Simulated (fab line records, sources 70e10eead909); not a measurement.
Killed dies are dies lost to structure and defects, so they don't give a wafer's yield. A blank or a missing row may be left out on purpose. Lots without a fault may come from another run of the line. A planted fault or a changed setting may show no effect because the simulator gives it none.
Which tool did it? | flow nand_harc | 12 lots, 36 wafers sampled, at 6 steps of a route of 1159

WHAT THE GAUGES READ, wafer by wafer
NHARC_A_M0_INSPECT_27. Usual: raw_defect_count 457, standard deviation 140.
lot  | measured     | on                | raw_defect_count | flag
L795 | day 17 07:47 | defect_inspect-01 | 326 402 345      |
L796 | day 18 00:51 | defect_inspect-02 | 545 475 556      |
L799 | day 18 08:22 | defect_inspect-02 | 590 493 415      |
L800 | day 18 13:37 | defect_inspect-02 | 340 342 331      |
L803 | day 19 06:05 | defect_inspect-02 | 663 581 479      |
L804 | day 20 05:32 | defect_inspect-01 | 345 593 503      |
L801 | day 20 09:25 | defect_inspect-01 | 581 639 409      |
L807 | day 20 18:41 | defect_inspect-02 | 422 335 487      |
L810 | day 21 06:52 | defect_inspect-02 | 775 374 327      |
L806 | day 21 18:58 | defect_inspect-01 | 299 358 509      |
L812 | day 21 19:22 | defect_inspect-01 | 525 509 457      |
L811 | day 22 04:10 | defect_inspect-02 | 249 231 263      |

NHARC_A_M1_THK_MEAS_24: measures by xrf. Usual: thk_nm 154.7 nm, standard deviation 1.5.
lot  | measured     | on            | thk_nm (nm)                   | flag
L795 | day 17 11:59 | film_metro-02 | 154.6 154.1 156.5             |
L796 | day 18 04:53 | film_metro-02 | 153.9 154.3 154.8             |
L799 | day 18 12:37 | film_metro-02 | 155.1 152.0 152.7             |
L800 | day 18 17:42 | film_metro-01 | 155.1 153.0 153.1             |
L803 | day 19 10:09 | film_metro-02 | 155.6 156.2 154.1             |
L804 | day 20 09:35 | film_metro-01 | 154.5 151.0 156.4             |
L801 | day 20 13:42 | film_metro-02 | 151.8 154.0 152.9             |
L807 | day 20 23:30 | film_metro-02 | 153.5 152.5 153.9             |
L810 | day 21 10:52 | film_metro-01 | 156.9 156.9 154.1             |
L806 | day 21 22:59 | film_metro-01 | 154.2 153.4 154.3             |
L812 | day 21 23:25 | film_metro-02 | 28.0 32.5 29.1 30.1 27.3 30.6 | OFF
L811 | day 22 08:11 | film_metro-02 | 31.0 30.9 27.9 29.5 31.5 29.9 | OFF

WHICH TOOL RAN EACH LOT (tool, then ch and the chambers of the sampled wafers, then the start)
lot  | NHARC_A_M0_CMP_23             | NHARC_A_M0_DEP_32               | NHARC_A_M1_ECD_22              | NHARC_A_M1_CMP_23
L795 | cmp-01 ch 2,3, day 17 07:20   | pecvd-01 ch 0,2, day 17 08:02   | ecd_cu-02 ch 0,1, day 17 10:40 | cmp-03 ch 0,1,2, day 17 11:44
L796 | cmp-01 ch 2,3, day 18 00:22   | pecvd-04 ch 0,2, day 18 01:02   | ecd_cu-01 ch 0, day 18 03:52   | cmp-01 ch 2,3, day 18 04:34
L799 | cmp-02 ch 1,2,3, day 18 07:58 | pecvd-03 ch 0,2, day 18 08:38   | ecd_cu-02 ch 0,1, day 18 11:16 | cmp-02 ch 0,1,2, day 18 12:23
L800 | cmp-02 ch 0,2, day 18 13:09   | pecvd-04 ch 1,2, day 18 13:46   | ecd_cu-02 ch 0,1, day 18 16:34 | cmp-03 ch 1,2, day 18 17:25
L803 | cmp-04 ch 1,3, day 19 05:36   | pecvd-03 ch 0,1,2, day 19 06:14 | ecd_cu-01 ch 0,1, day 19 09:07 | cmp-01 ch 0,1,3, day 19 09:50
L804 | cmp-01 ch 0,2,3, day 20 05:07 | pecvd-03 ch 1,2, day 20 05:44   | ecd_cu-01 ch 0,1, day 20 08:33 | cmp-02 ch 0,2, day 20 09:18
L801 | cmp-01 ch 1,3, day 20 08:58   | pecvd-04 ch 0,2, day 20 09:52   | ecd_cu-02 ch 0,1, day 20 12:43 | cmp-02 ch 1,2,3, day 20 13:26
L807 | cmp-04 ch 1,2,3, day 20 18:13 | pecvd-04 ch 0,1,2, day 20 19:40 | ecd_cu-02 ch 0,1, day 20 22:28 | cmp-02 ch 1,2,3, day 20 23:11
L810 | cmp-02 ch 0,3, day 21 06:26   | pecvd-03 ch 0,2, day 21 07:04   | ecd_cu-01 ch 0,1, day 21 09:53 | cmp-03 ch 0,2, day 21 10:33
L806 | cmp-02 ch 0,1,3, day 21 18:29 | pecvd-04 ch 0,1,2, day 21 19:07 | ecd_cu-01 ch 0,1, day 21 21:55 | cmp-02 ch 1,2,3, day 21 22:42
L812 | cmp-02 ch 0,2,3, day 21 18:57 | pecvd-03 ch 0,1,2, day 21 19:38 | ecd_cu-01 ch 0,1, day 21 22:29 | cmp-01 ch 0,3, day 21 23:08
L811 | cmp-04 ch 1,2,3, day 22 03:44 | pecvd-03 ch 1,2, day 22 04:22   | ecd_cu-01 ch 0,1, day 22 07:11 | cmp-03 ch 0,2, day 22 07:52
- NHARC_A_M0_CMP_23: polishes, t overpolish 20 s, target thk 113.75 nm.
- NHARC_A_M0_DEP_32: deposits SiCN, target thk 30 nm.
- NHARC_A_M1_ECD_22: material Cu, target thk 400 nm.
- NHARC_A_M1_CMP_23: polishes, t overpolish 20 s, target thk 154.34 nm.

WHAT THE TOOLS THEMSELVES READ (means of the sampled wafers that have a number; where no wafer has one, the mark that the record gives instead)
NHARC_A_M0_CMP_23. Usual: motor_current_A 11.7 A, standard deviation 1.1; slurry_filter_dp_kPa 13.50 kPa, standard deviation 0.13; time_to_endpoint_s 28 s, standard deviation 3.5.
lot  | tool   | motor_current_A (A) | slurry_filter_dp_kPa (kPa) | time_to_endpoint_s (s) | flag
L795 | cmp-01 | 13.0                | 13.43                      | 29                     |
L796 | cmp-01 | 12.7                | 13.50                      | 28                     |
L799 | cmp-02 | 11.0                | 13.50                      | 25                     |
L800 | cmp-02 | 9.9                 | 13.47                      | 26                     |
L803 | cmp-04 | 10.2                | 13.60                      | 24                     |
L804 | cmp-01 | 12.5                | 13.56                      | 31                     |
L801 | cmp-01 | 11.9                | 13.44                      | 32                     |
L807 | cmp-04 | 11.3                | 13.46                      | 21                     |
L810 | cmp-02 | 11.5                | 13.52                      | 30                     |
L806 | cmp-02 | 11.4                | 13.51                      | 31                     |
L812 | cmp-02 | 10.9                | 13.43                      | 31                     |
L811 | cmp-04 | 11.2                | 13.44                      | 29                     |

NHARC_A_M0_DEP_32. Usual: heater_power_w 582 W, standard deviation 79; showerhead_vpp_V 1349 V, standard deviation 91.
lot  | tool     | heater_power_w (W) | showerhead_vpp_V (V) | flag
L795 | pecvd-01 | 553                | 1253                 |
L796 | pecvd-04 | 734                | 1302                 |
L799 | pecvd-03 | 562                | 1364                 |
L800 | pecvd-04 | 570                | 1262                 |
L803 | pecvd-03 | 598                | 1409                 |
L804 | pecvd-03 | 584                | 1365                 |
L801 | pecvd-04 | 632                | 1249                 |
L807 | pecvd-04 | 673                | 1308                 |
L810 | pecvd-03 | 523                | 1412                 |
L806 | pecvd-04 | 676                | 1316                 |
L812 | pecvd-03 | 614                | 1406                 |
L811 | pecvd-03 | 573                | 1361                 |

NHARC_A_M1_ECD_22. Usual: bath_heat_duty_pct 6.1 %, standard deviation 0.81; bath_temp_c 25.01 C, standard deviation 0.1.
lot  | tool      | bath_heat_duty_pct (%) | bath_temp_c (C) | flag
L795 | ecd_cu-02 | 6.3                    | 25.03           |
L796 | ecd_cu-01 | 5.2                    | 25.10           |
L799 | ecd_cu-02 | 6.4                    | 25.02           |
L800 | ecd_cu-02 | 6.4                    | 25.03           |
L803 | ecd_cu-01 | 5.3                    | 25.03           |
L804 | ecd_cu-01 | 5.7                    | 25.06           |
L801 | ecd_cu-02 | 6.6                    | 24.96           |
L807 | ecd_cu-02 | 6.2                    | 25.08           |
L810 | ecd_cu-01 | 5.6                    | 25.04           |
L806 | ecd_cu-01 | 5.9                    | 25.08           |
L812 | ecd_cu-01 | -                      | -               | OFF
L811 | ecd_cu-01 | -                      | -               | OFF

NHARC_A_M1_CMP_23. Usual: motor_current_A 12.1 A, standard deviation 1.4; slurry_filter_dp_kPa 13.48 kPa, standard deviation 0.12; time_to_endpoint_s 29 s, standard deviation 3.2.
lot  | tool   | motor_current_A (A) | slurry_filter_dp_kPa (kPa) | time_to_endpoint_s (s) | flag
L795 | cmp-03 | 13.4                | 13.47                      | 27                     |
L796 | cmp-01 | 12.8                | 13.38                      | 27                     |
L799 | cmp-02 | 11.1                | 13.56                      | 27                     |
L800 | cmp-03 | 14.5                | 13.53                      | 26                     |
L803 | cmp-01 | 12.0                | 13.50                      | 29                     |
L804 | cmp-02 | 10.6                | 13.43                      | 27                     |
L801 | cmp-02 | 10.8                | 13.45                      | 26                     |
L807 | cmp-02 | 10.7                | 13.56                      | 25                     |
L810 | cmp-03 | 12.2                | 13.52                      | 31                     |
L806 | cmp-02 | 11.1                | 13.49                      | 27                     |
L812 | cmp-01 | 12.3                | 13.40                      | 5                      | OFF
L811 | cmp-03 | 13.3                | 13.41                      | 4                      | OFF

THE ANSWER, worked out from the rows above alone
Rule: a lot is off if the mean of its wafers that have a number lies more than 3 standard deviations from the usual mean. A lot without any number at a reading at which 4 lots or more have one is off too. The other lots that the step has rows for count as sound. The gauges are gone through in route order, then the tools' own readings, and for those a lot's mean is taken as printed above. The first step at which some lot is off is used, and at that step the reading that is off furthest; a lot without a number counts as furthest.
Off: L812, L811, at NHARC_A_M1_THK_MEAS_24 (thk_nm).
A tool fits if, at a process step before that reading, it ran every lot that is off, and no sound lot after the first of them. The gauges at NHARC_A_M1_THK_MEAS_24 aren't tried: what is off there is off at NHARC_A_M1_ECD_22 too, on other tools, and a gauge's error can't cause that. Can't be told from this: 2 tools fit, pecvd-03 at NHARC_A_M0_DEP_32, ecd_cu-01 at NHARC_A_M1_ECD_22.

WHAT THE SIMULATOR HAD PUT IN
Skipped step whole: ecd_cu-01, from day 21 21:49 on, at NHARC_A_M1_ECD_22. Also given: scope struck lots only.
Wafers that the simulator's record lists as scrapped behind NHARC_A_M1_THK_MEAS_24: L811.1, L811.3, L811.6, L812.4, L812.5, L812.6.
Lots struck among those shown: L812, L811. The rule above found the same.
